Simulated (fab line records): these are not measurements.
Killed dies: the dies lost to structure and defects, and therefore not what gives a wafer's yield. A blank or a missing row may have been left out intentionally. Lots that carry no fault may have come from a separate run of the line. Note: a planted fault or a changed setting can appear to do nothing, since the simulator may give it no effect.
Chamber matching || flow nand_harc || NHARC_P_GATE_DESCUM_61 on rie_diel-05: 4 sister chambers
The step chemistry O2, time 3 s. 27 wafers are shown with their chamber, then 12 later ones without.

== EACH WAFER AND ITS CHAMBER ==
{"wafer": "L074.1", "chamber": 3, "drypump_motor_current_A (A)": 5.7, "showerhead_plenum_p_Torr (Torr)": 1.97, "oes_product_au (a.u.)": 0.991}
{"wafer": "L074.2", "chamber": 2, "drypump_motor_current_A (A)": 6.1, "showerhead_plenum_p_Torr (Torr)": 1.88, "oes_product_au (a.u.)": 1.001}
{"wafer": "L074.3", "chamber": 0, "drypump_motor_current_A (A)": 5.9, "showerhead_plenum_p_Torr (Torr)": 1.95, "oes_product_au (a.u.)": 0.986}
{"wafer": "L075.2", "chamber": 2, "drypump_motor_current_A (A)": 6.1, "showerhead_plenum_p_Torr (Torr)": 1.88, "oes_product_au (a.u.)": 1.000}
{"wafer": "L075.3", "chamber": 0, "drypump_motor_current_A (A)": 5.9, "showerhead_plenum_p_Torr (Torr)": 1.95, "oes_product_au (a.u.)": 0.983}
{"wafer": "L075.4", "chamber": 3, "drypump_motor_current_A (A)": 5.8, "showerhead_plenum_p_Torr (Torr)": 1.97, "oes_product_au (a.u.)": 1.006}
{"wafer": "L077.1", "chamber": 2, "drypump_motor_current_A (A)": 6.1, "showerhead_plenum_p_Torr (Torr)": 1.88, "oes_product_au (a.u.)": 1.005}
{"wafer": "L077.3", "chamber": 3, "drypump_motor_current_A (A)": 5.8, "showerhead_plenum_p_Torr (Torr)": 1.97, "oes_product_au (a.u.)": 0.998}
{"wafer": "L077.4", "chamber": 0, "drypump_motor_current_A (A)": 5.9, "showerhead_plenum_p_Torr (Torr)": 1.95, "oes_product_au (a.u.)": 0.993}
{"wafer": "L078.2", "chamber": 1, "drypump_motor_current_A (A)": 5.8, "showerhead_plenum_p_Torr (Torr)": 1.88, "oes_product_au (a.u.)": 0.999}
{"wafer": "L078.5", "chamber": 1, "drypump_motor_current_A (A)": 5.8, "showerhead_plenum_p_Torr (Torr)": 1.88, "oes_product_au (a.u.)": 0.994}
{"wafer": "L078.6", "chamber": 0, "drypump_motor_current_A (A)": 5.9, "showerhead_plenum_p_Torr (Torr)": 1.95, "oes_product_au (a.u.)": 0.981}
{"wafer": "L081.1", "chamber": 3, "drypump_motor_current_A (A)": 5.7, "showerhead_plenum_p_Torr (Torr)": 1.97, "oes_product_au (a.u.)": 1.003}
{"wafer": "L081.2", "chamber": 2, "drypump_motor_current_A (A)": 6.1, "showerhead_plenum_p_Torr (Torr)": 1.87, "oes_product_au (a.u.)": 1.008}
{"wafer": "L081.5", "chamber": 2, "drypump_motor_current_A (A)": 6.1, "showerhead_plenum_p_Torr (Torr)": 1.87, "oes_product_au (a.u.)": 1.005}
{"wafer": "L083.1", "chamber": 2, "drypump_motor_current_A (A)": 6.1, "showerhead_plenum_p_Torr (Torr)": 1.87, "oes_product_au (a.u.)": 0.998}
{"wafer": "L083.2", "chamber": 1, "drypump_motor_current_A (A)": 5.8, "showerhead_plenum_p_Torr (Torr)": 1.88, "oes_product_au (a.u.)": 1.001}
{"wafer": "L083.5", "chamber": 1, "drypump_motor_current_A (A)": 5.8, "showerhead_plenum_p_Torr (Torr)": 1.88, "oes_product_au (a.u.)": 0.999}
{"wafer": "L082.1", "chamber": 3, "drypump_motor_current_A (A)": 5.7, "showerhead_plenum_p_Torr (Torr)": 1.97, "oes_product_au (a.u.)": 1.019}
{"wafer": "L082.2", "chamber": 2, "drypump_motor_current_A (A)": 6.1, "showerhead_plenum_p_Torr (Torr)": 1.87, "oes_product_au (a.u.)": 1.007}
{"wafer": "L082.5", "chamber": 1, "drypump_motor_current_A (A)": 5.8, "showerhead_plenum_p_Torr (Torr)": 1.88, "oes_product_au (a.u.)": 1.017}
{"wafer": "L090.1", "chamber": 2, "drypump_motor_current_A (A)": 6.1, "showerhead_plenum_p_Torr (Torr)": 1.87, "oes_product_au (a.u.)": 0.997}
{"wafer": "L090.4", "chamber": 2, "drypump_motor_current_A (A)": 6.1, "showerhead_plenum_p_Torr (Torr)": 1.87, "oes_product_au (a.u.)": 0.984}
{"wafer": "L090.6", "chamber": 3, "drypump_motor_current_A (A)": 5.7, "showerhead_plenum_p_Torr (Torr)": 1.96, "oes_product_au (a.u.)": 1.024}
{"wafer": "L092.1", "chamber": 3, "drypump_motor_current_A (A)": 5.7, "showerhead_plenum_p_Torr (Torr)": 1.96, "oes_product_au (a.u.)": 1.026}
{"wafer": "L092.2", "chamber": 0, "drypump_motor_current_A (A)": 5.9, "showerhead_plenum_p_Torr (Torr)": 1.94, "oes_product_au (a.u.)": 0.989}
{"wafer": "L092.6", "chamber": 3, "drypump_motor_current_A (A)": 5.7, "showerhead_plenum_p_Torr (Torr)": 1.96, "oes_product_au (a.u.)": 1.016}

SIGNATURES (averages over the wafers above)
{"reading": "drypump_motor_current_A", "chamber 0": 5.900, "chamber 1": 5.800, "chamber 2": 6.100, "chamber 3": 5.725, "scatter within a chamber": 0.0255}
{"reading": "showerhead_plenum_p_Torr", "chamber 0": 1.9480, "chamber 1": 1.8800, "chamber 2": 1.8733, "chamber 3": 1.9663, "scatter within a chamber": 0.00451}
{"reading": "oes_product_au", "chamber 0": 0.98640, "chamber 1": 1.00200, "chamber 2": 1.00056, "chamber 3": 1.01038, "scatter within a chamber": 0.00925}
Rule: distance of a wafer from a chamber = root of the sum over the readings of ((wafer's reading minus chamber's mean) / reading's scatter) squared. The wafer belongs to the nearest chamber; if the next one is less than 2 further off, it can't be placed. The scatter is the square root of a quotient: the sum, over the shown wafers, of each reading's squared deviation from its chamber's mean, divided by wafers minus chambers.

== WAFERS WITHOUT THEIR CHAMBER ==
{"wafer": "L093.1", "drypump_motor_current_A (A)": 5.9, "showerhead_plenum_p_Torr (Torr)": 1.94, "oes_product_au (a.u.)": 0.997}
{"wafer": "L093.3", "drypump_motor_current_A (A)": 5.7, "showerhead_plenum_p_Torr (Torr)": 1.96, "oes_product_au (a.u.)": 1.020}
{"wafer": "L093.6", "drypump_motor_current_A (A)": 5.9, "showerhead_plenum_p_Torr (Torr)": 1.94, "oes_product_au (a.u.)": 0.994}
{"wafer": "L094.2", "drypump_motor_current_A (A)": 6.2, "showerhead_plenum_p_Torr (Torr)": 1.87, "oes_product_au (a.u.)": 0.993}
{"wafer": "L094.4", "drypump_motor_current_A (A)": 5.8, "showerhead_plenum_p_Torr (Torr)": 1.87, "oes_product_au (a.u.)": 1.017}
{"wafer": "L094.5", "drypump_motor_current_A (A)": 6.1, "showerhead_plenum_p_Torr (Torr)": 1.87, "oes_product_au (a.u.)": 0.985}
{"wafer": "L095.3", "drypump_motor_current_A (A)": 5.7, "showerhead_plenum_p_Torr (Torr)": 1.96, "oes_product_au (a.u.)": 1.027}
{"wafer": "L095.4", "drypump_motor_current_A (A)": 6.2, "showerhead_plenum_p_Torr (Torr)": 1.87, "oes_product_au (a.u.)": 0.979}
{"wafer": "L095.5", "drypump_motor_current_A (A)": 6.2, "showerhead_plenum_p_Torr (Torr)": 1.87, "oes_product_au (a.u.)": 0.984}
{"wafer": "L096.1", "drypump_motor_current_A (A)": 6.1, "showerhead_plenum_p_Torr (Torr)": 1.87, "oes_product_au (a.u.)": 0.990}
{"wafer": "L096.2", "drypump_motor_current_A (A)": 5.9, "showerhead_plenum_p_Torr (Torr)": 1.94, "oes_product_au (a.u.)": 0.998}
{"wafer": "L096.6", "drypump_motor_current_A (A)": 6.0, "showerhead_plenum_p_Torr (Torr)": 1.94, "oes_product_au (a.u.)": 0.997}

== EACH ONE'S CHAMBER ==
{"wafer": "L093.1", "from the rows above": 0, "in truth": 0}
{"wafer": "L093.3", "from the rows above": 3, "in truth": 3}
{"wafer": "L093.6", "from the rows above": 0, "in truth": 0}
{"wafer": "L094.2", "from the rows above": 2, "in truth": 2}
{"wafer": "L094.4", "from the rows above": 1, "in truth": 1}
{"wafer": "L094.5", "from the rows above": 2, "in truth": 2}
{"wafer": "L095.3", "from the rows above": 3, "in truth": 3}
{"wafer": "L095.4", "from the rows above": 2, "in truth": 2}
{"wafer": "L095.5", "from the rows above": 2, "in truth": 2}
{"wafer": "L096.1", "from the rows above": 2, "in truth": 2}
{"wafer": "L096.2", "from the rows above": 0, "in truth": 0}
{"wafer": "L096.6", "from the rows above": 0, "in truth": 0}
12 of 12 placed correctly. Left unplaced by these rows: 0. 0 placed wrongly.
